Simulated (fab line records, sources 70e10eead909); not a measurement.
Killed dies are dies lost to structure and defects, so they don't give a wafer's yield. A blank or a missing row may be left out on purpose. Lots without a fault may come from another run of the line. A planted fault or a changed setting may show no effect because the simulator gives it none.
fab line records | flow nand_harc
record lots=12 wafers=36 last_day=25
route steps=1159 shown A_ONON_D1@431 A_CHANNEL_HOLE_D1@469 A_CHANNEL_FILL_D1@493 END@1159
lots that met no fault: from a run of the same line without faults
start_h: hours from the record's first day to the start of the lot's first wafer shown | wait_h: hours since the lot's step before | " the same as in the row above | L1.1+2: a row that stands for several wafers | - no value, or no start given | * or withheld: withheld | < > ~ a bound
route shown NAME@n: a module of which the file shows steps, and the number in the route of the first | usual: mean/standard deviation of fault-free wafers | same: alike in all rows | chamber/n: place in a boat | sites: the reading at each site | _std_site: their standard deviation | _edge_site: outer sites' mean less inner sites' | radius_mm: how far each site lies from the wafer's centre | mask NAME#n: copy n | behind: the tool/chamber that last shaped the wafer | hold: why the lot was held/for how many hours/how that ended | device: the transistor (n, p or np) that didn't switch | end of line: the same wafers' tests at the end of the route | a step without rows: its recipe alone | killed: dies lost to structure and defects at the first sort, not the wafer's yield | map: a wafer's dies, x killed, . not, _ none there
set.NAME: the setting as run; set.NAME@STEP: as run at that earlier step | model.NAME: the simulator's own value behind a step, which no gauge read
steps of the route over a sample of lots; a table a step, a row a wafer
services: from which hour (start_h, from the record's first day; less than 0 if before it) a tool's chamber was out of use, for how many hours, and why
## steps
# step NHARC_A_ONON_D1_THK_MEAS_11
# recipe thk_meas_gauge=ellipsometry
# usual thk_nm=999/11
# columns lot.wafer tool chamber start_h wait_h thk_nm
L415.1 film_metro-02 - 171.97 - 996
L415.2 " - " " 997
L415.5 " - " " 1000
L417.1 film_metro-01 - 172.00 - 987
L417.5 " - " " 987
L417.6 " - " " 986
L416.1 film_metro-01 - 172.05 - 981
L416.2 " - " " 983
L416.4 " - " " 982
L420.1 film_metro-02 - 181.81 - 1005
L420.4 " - " " 1007
L420.6 " - " " 1005
L424.2 film_metro-01 - 211.20 - 1002
L424.3 " - " " 1002
L424.5 " - " " 1003
L426.2 film_metro-02 - 239.76 - 995
L426.3 " - " " 997
L426.6 " - " " 998
L429.3 film_metro-01 - 239.87 - 995
L429.5 " - " " 997
L429.6 " - " " 998
L430.1 film_metro-01 - 255.74 - 985
L430.3 " - " " 985
L430.6 " - " " 987
L433.2 film_metro-01 - 262.90 - 988
L433.4 " - " " 988
L433.5 " - " " 987
L431.1 film_metro-01 - 263.03 - 996
L431.2 " - " " 996
L431.6 " - " " 996
L435.3 film_metro-02 - 285.51 - 1017
L435.4 " - " " 1016
L435.5 " - " " 1018
L437.3 film_metro-01 - 292.95 - 971
L437.5 " - " " 973
L437.6 " - " " 974
# step NHARC_A_CHANNEL_HOLE_D1_ETCH_16
# recipe target_depth_a=31000 over_etch_frac=0.3 time_s=806 ion_energy_ev=150 o2_flow_sccm=400 cos_flow_sccm=20 ar_flow_sccm=0 rf_w=500 bias_w=300 chemistry=O2/COS
# usual drypump_motor_current_A=5.6/0.45 o2_flow_sccm=400.1/1.2 oes_product_au=0.996/0.0096 rf_vpp_V=314.2/2.1 showerhead_plenum_p_Torr=3.12/0.13 throttle_valve_pct=28.330/0.0092
# columns lot.wafer tool chamber start_h wait_h drypump_motor_current_A o2_flow_sccm oes_product_au rf_hours_counter_h rf_vpp_V showerhead_plenum_p_Torr throttle_valve_pct
L417.1 rie_diel-05 1 186.16 - 5.3 399.5 1.006 1 312.4 3.00 28.328
L417.6 " 2 " " 5.1 401.2 0.984 - 315.8 3.32 28.331
L417.5 " 3 " " 5.1 399.5 1.000 - 316.0 3.29 28.312
L415.2 rie_diel-10 1 186.20 - 5.9 400.9 0.985 0 313.3 2.95 28.330
L415.1 " 2 " " 5.3 401.5 0.992 0 316.2 3.18 28.341
L415.5 " 0 " " 6.4 399.5 1.006 - 316.2 3.28 28.334
L416.1 rie_diel-07 3 186.50 - 6.3 401.9 0.990 9 312.0 2.99 28.325
L416.2 " 0 " " 5.1 401.0 0.991 8 315.1 3.13 28.317
L416.4 " 0 " " 5.1 402.6 1.001 - 314.9 3.13 28.332
L420.1 rie_diel-10 3 197.61 - 6.1 400.4 0.988 1 313.9 3.13 28.340
L420.4 " 0 " " 6.4 399.3 0.999 1 316.9 3.28 28.312
L420.6 " 0 " " 6.3 400.2 0.998 - 317.1 3.28 28.334
L424.2 rie_diel-10 2 228.82 - 5.3 400.9 0.980 3 314.3 3.18 28.327
L424.3 " 0 " " 6.3 401.1 0.999 4 316.5 3.28 28.334
L424.5 " 1 " " 5.9 399.5 0.991 - 310.7 2.95 28.320
L426.2 rie_diel-10 2 257.81 - 5.3 401.0 0.988 5 316.5 3.18 28.324
L426.3 " 0 " " 6.3 399.8 1.002 5 315.9 3.28 28.325
L426.6 " 2 " " 5.3 402.5 0.996 - 314.3 3.18 28.340
L429.3 rie_diel-05 2 258.30 - 5.1 398.4 0.989 4 317.7 3.32 28.340
L429.6 " 2 " " 5.1 400.6 0.994 - 316.8 3.32 28.332
L429.5 " 3 " " 5.2 398.8 0.988 - 317.3 3.29 28.348
L430.1 rie_diel-05 1 270.43 - 5.3 399.5 1.010 4 312.5 3.00 28.320
L430.3 " 2 " " 5.1 401.2 0.984 5 317.1 3.32 28.342
L430.6 " 1 " " 5.3 398.2 1.007 - 312.5 3.00 28.332
L433.4 rie_diel-05 1 278.12 - 5.3 401.8 1.003 5 312.1 3.00 28.341
L433.2 " 3 " " 5.1 400.7 1.002 6 316.8 3.29 28.337
L433.5 " 1 " " 5.4 399.0 1.009 - 313.2 3.00 28.327
L431.1 rie_diel-07 3 278.66 - 6.3 399.5 1.011 4 311.2 2.99 28.315
L431.2 " 1 " " 5.4 400.3 0.997 4 311.2 2.95 28.324
L431.6 " 3 " " 6.3 399.3 0.999 - 312.5 2.99 28.339
L435.4 rie_diel-05 0 302.88 - 5.5 401.1 0.991 7 315.0 3.20 28.322
L435.3 " 1 " " 5.3 399.5 1.003 7 312.1 3.00 28.323
L435.5 " 2 " " 5.1 399.6 0.982 - 316.7 3.32 28.327
L437.3 rie_diel-05 0 312.69 - 5.5 401.4 1.000 7 315.5 3.20 28.331
L437.5 " 1 " " 5.3 399.1 1.017 - 311.0 3.00 28.339
L437.6 " 2 " " 5.1 399.2 0.993 - 317.5 3.32 28.329
# step NHARC_A_CHANNEL_HOLE_D1_INSPECT_40
# usual raw_defect_count=62/16
# columns lot.wafer tool chamber start_h wait_h raw_defect_count
L417.1 defect_inspect-01 - 192.49 - 70
L417.5 " - " " 54
L417.6 " - " " 67
L415.1 defect_inspect-02 - 192.55 - 59
L415.2 " - " " 77
L415.5 " - " " 69
L416.1 defect_inspect-02 - 196.51 - 56
L416.2 " - " " 35
L416.4 " - " " 47
L420.1 defect_inspect-02 - 204.04 - 51
L420.4 " - " " 25
L420.6 " - " " 53
L424.2 defect_inspect-02 - 236.16 - 723
L424.3 " - " " 779
L424.5 " - " " 708
L426.2 defect_inspect-02 - 264.15 - 717
L426.3 " - " " 714
L426.6 " - " " 697
L429.3 defect_inspect-01 - 268.35 - 73
L429.5 " - " " 76
L429.6 " - " " 69
L430.1 defect_inspect-02 - 276.75 - 74
L430.3 " - " " 49
L430.6 " - " " 66
L433.2 defect_inspect-01 - 284.93 - 60
L433.4 " - " " 88
L433.5 " - " " 82
L431.1 defect_inspect-01 - 288.65 - 82
L431.2 " - " " 68
L431.6 " - " " 74
L435.3 defect_inspect-01 - 309.13 - 69
L435.4 " - " " 59
L435.5 " - " " 59
L437.3 defect_inspect-01 - 322.66 - 54
L437.5 " - " " 53
L437.6 " - " " 65
# step NHARC_A_CHANNEL_FILL_D1_ALD_03
# recipe target_thk_a=60 pulse_time_s=60 ald_cycles=58 temp_c=630 pressure_torr=2 material=SiNx
# usual precursor_pulse_height_rel=1.000/0.022
# columns lot.wafer tool chamber start_h wait_h precursor_pulse_height_rel
L415.1 ald_sin_batch-01 0 - - 1.034
L415.2 " 0 " " 1.000
L415.5 " 0 " " 0.967
L417.1 ald_sin_batch-01 0 - - 1.015
L417.5 " 0 " " 1.011
L417.6 " 0 " " 1.010
L416.1 ald_sin_batch-01 0 - - 1.007
L416.2 " 0 " " 0.989
L416.4 " 0 " " 0.990
L420.1 ald_sin_batch-02 0 - - 1.014
L420.4 " 0 " " 1.007
L420.6 " 0 " " 0.973
L424.2 ald_sin_batch-01 0 - - 0.980
L424.3 " 0 " " 1.028
L424.5 " 0 " " 1.002
L426.2 ald_sin_batch-03 0 - - 0.999
L426.3 " 0 " " 1.031
L426.6 " 0 " " 1.019
L429.3 ald_sin_batch-01 0 - - 1.002
L429.5 " 0 " " 0.977
L429.6 " 0 " " 0.979
L430.1 ald_sin_batch-03 0 - - 1.021
L430.3 " 0 " " 1.028
L430.6 " 0 " " 0.954
L433.2 ald_sin_batch-02 0 - - 0.984
L433.4 " 0 " " 1.026
L433.5 " 0 " " 1.028
L431.1 ald_sin_batch-03 0 - - 0.972
L431.2 " 0 " " 1.013
L431.6 " 0 " " 0.963
L435.3 ald_sin_batch-03 0 - - 1.014
L435.4 " 0 " " 1.010
L435.5 " 0 " " 1.002
L437.3 ald_sin_batch-01 0 - - 0.982
L437.5 " 0 " " 0.999
L437.6 " 0 " " 0.982
# step NHARC_A_CHANNEL_FILL_D1_THK_MEAS_06
# recipe thk_meas_gauge=ellipsometry
# usual thk_nm=5.0/0.93
# columns lot.wafer tool chamber start_h wait_h thk_nm
L415.1 film_metro-02 - 228.73 0.4 5.5
L415.2 " - " " 5.2
L415.5 " - " " 4.3
L417.1 film_metro-01 - 228.73 0.4 4.0
L417.5 " - " " 6.0
L417.6 " - " " 4.0
L416.1 film_metro-02 - 235.88 0.4 3.2
L416.2 " - " " 4.3
L416.4 " - " " 4.3
L420.1 film_metro-01 - 242.63 0.4 5.5
L420.4 " - " " 6.6
L420.6 " - " " 5.4
L424.2 film_metro-02 - 272.41 0.4 5.1
L424.3 " - " " 7.4
L424.5 " - " " 5.1
L426.2 film_metro-02 - 300.65 0.4 6.5
L426.3 " - " " 4.8
L426.6 " - " " 5.4
L429.3 film_metro-01 - 300.68 0.4 5.2
L429.5 " - " " 5.2
L429.6 " - " " 5.2
L430.1 film_metro-02 - 313.48 0.4 5.3
L430.3 " - " " 5.3
L430.6 " - " " 4.6
L433.2 film_metro-01 - 321.10 0.4 4.3
L433.4 " - " " 6.2
L433.5 " - " " 5.4
L431.1 film_metro-01 - 328.14 0.4 6.0
L431.2 " - " " 4.9
L431.6 " - " " 6.9
L435.3 film_metro-01 - 343.38 0.4 5.2
L435.4 " - " " 4.9
L435.5 " - " " 5.3
L437.3 film_metro-02 - 361.62 0.4 3.8
L437.5 " - " " 4.3
L437.6 " - " " 4.2
# step NHARC_END_SORT_01
# recipe temp_c=25
# usual killed_at_array=28/8.6 killed_at_other=0.7/1.2 killed_at_periphery=3.1/2.3 killed_dies=32/8.7 killed_open=3.2/1.7 killed_short=2.0/1.5
# same gross_dies=677
# columns lot.wafer tool chamber start_h wait_h killed_at_array killed_at_other killed_at_periphery killed_dies killed_open killed_short
L424.2 prober-01 0 493.72 2.8 65 0 0 65 2 0
L424.3 prober-01 0 494.51 3.1 93 0 3 96 4 2
L424.5 prober-01 0 496.10 3.7 102 0 2 104 7 2
L426.2 prober-01 0 509.39 2.8 74 0 1 75 3 1
L426.3 prober-01 0 510.19 3.1 95 0 0 95 1 0
L426.6 prober-01 0 512.61 4.0 83 0 3 86 2 3
# killed by level:class
L424.2 A_CHANNEL_HOLE_D1:unspecified=40 A_SLIT:chamber_film_flake=10 A_STAIRCASE:chamber_film_flake=5 A_CHANNEL_HOLE_D1:chamber_film_flake=4 A_CONTACT:chamber_film_flake=4 A_CONTACT:geometric_particle:open=1 A_BLC:geometric_particle:open=1
L424.3 A_CHANNEL_HOLE_D1:unspecified=60 A_SLIT:chamber_film_flake=13 A_CHANNEL_HOLE_D1:chamber_film_flake=6 A_STAIRCASE:chamber_film_flake=5 A_CHANNEL_FILL_D1:chamber_film_flake=2 P_M0:geometric_particle:open=1 P_M1:geometric_particle:short=1 A_ONON_D1:geometric_particle:open=1
L424.5 A_CHANNEL_HOLE_D1:unspecified=79 A_SLIT:chamber_film_flake=7 A_CONTACT:chamber_film_flake=4 A_STAIRCASE:chamber_film_flake=3 A_M0:geometric_particle:open=2 A_CHANNEL_HOLE_D1:chamber_film_flake=2 P_CONTACT:geometric_particle:short=1 P_M0:geometric_particle:open=1
L426.2 A_CHANNEL_HOLE_D1:unspecified=35 A_CHANNEL_HOLE_D1:chamber_film_flake=15 A_SLIT:chamber_film_flake=11 A_WL_FILL:chamber_film_flake=5 A_STAIRCASE:chamber_film_flake=2 A_SGD_CUT:chamber_film_flake=2 P_M0:geometric_particle:open=1 A_SOURCE_PLATE:geometric_particle:short=1
L426.3 A_CHANNEL_HOLE_D1:unspecified=63 A_CHANNEL_HOLE_D1:chamber_film_flake=12 A_SLIT:chamber_film_flake=11 A_STAIRCASE:chamber_film_flake=3 A_WL_FILL:chamber_film_flake=3 A_SGD_CUT:chamber_film_flake=2 A_CONTACT:geometric_particle:open=1
L426.6 A_CHANNEL_HOLE_D1:unspecified=35 A_CHANNEL_HOLE_D1:chamber_film_flake=19 A_SLIT:chamber_film_flake=15 A_WL_FILL:chamber_film_flake=5 A_SGD_CUT:chamber_film_flake=3 A_CHANNEL_FILL_D1:chamber_film_flake=2 P_ZERO_WELL:geometric_particle:short=1 P_GATE:geometric_particle:open=1
## services
# columns tool chamber start_h hours kind
rie_diel-05 - 163.60 9.0 pm
rie_diel-05 0 163.60 9.0 vent_cycle
rie_diel-05 1 163.60 9.0 vent_cycle
rie_diel-05 2 163.60 9.0 vent_cycle
rie_diel-05 3 163.60 9.0 vent_cycle
rie_diel-05 0 172.60 - clean
rie_diel-05 1 172.60 - clean
rie_diel-05 2 172.60 - clean
rie_diel-05 3 172.60 - clean
rie_diel-05 3 173.18 4.9 repair
rie_diel-10 - 176.50 9.0 pm
rie_diel-07 0 189.71 6.5 repair
rie_diel-05 0 197.23 - clean
rie_diel-05 1 197.23 - clean
rie_diel-05 2 197.23 - clean
rie_diel-05 3 197.23 - clean
rie_diel-05 - 201.79 34.4 repair
rie_diel-10 3 206.26 4.2 repair
rie_diel-10 3 216.83 24.6 repair
rie_diel-10 0 232.81 11.0 repair
ald_sin_batch-01 - 259.11 3.0 repair
rie_diel-10 0 267.78 12.2 repair
ald_sin_batch-03 - 314.73 26.0 pm
rie_diel-07 1 324.93 17.9 repair
## key
first_sign step=NHARC_A_CHANNEL_HOLE_D1_INSPECT_40 reading=raw_defect_count direction=up sigmas=42 usual=62 struck=723
effect step=NHARC_END_SORT_01 reading=killed_at_array direction=up sigmas=6.7 usual=28 struck=85
more_kills_born_at NHARC_A_CHANNEL_HOLE_D1_ETCH_16@rie_diel-10=312
met_at NHARC_A_CHANNEL_HOLE_D1_ETCH_16
struck_lots L424,L426
tester_left_out L424,L426
not_acting_at NHARC_A_ONON_D1_THK_MEAS_11,NHARC_A_CHANNEL_FILL_D1_ALD_03,NHARC_A_CHANNEL_FILL_D1_THK_MEAS_06
onset_between 197.61 228.82
fault kind=chamber_particle_source tool=rie_diel-10 chamber=- onset_h=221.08 steps=NHARC_A_CHANNEL_HOLE_D1_ETCH_16 rate_per_visit_cm2=1.0161 end_h=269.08
# tester_left_out: of these lots the tester's yield and bins aren't shown, on N5 and GAA mostly nor the transistor test; their killed dies are dies lost to structure and defects alone, not to doping, threshold or leakage, so they don't give the yield
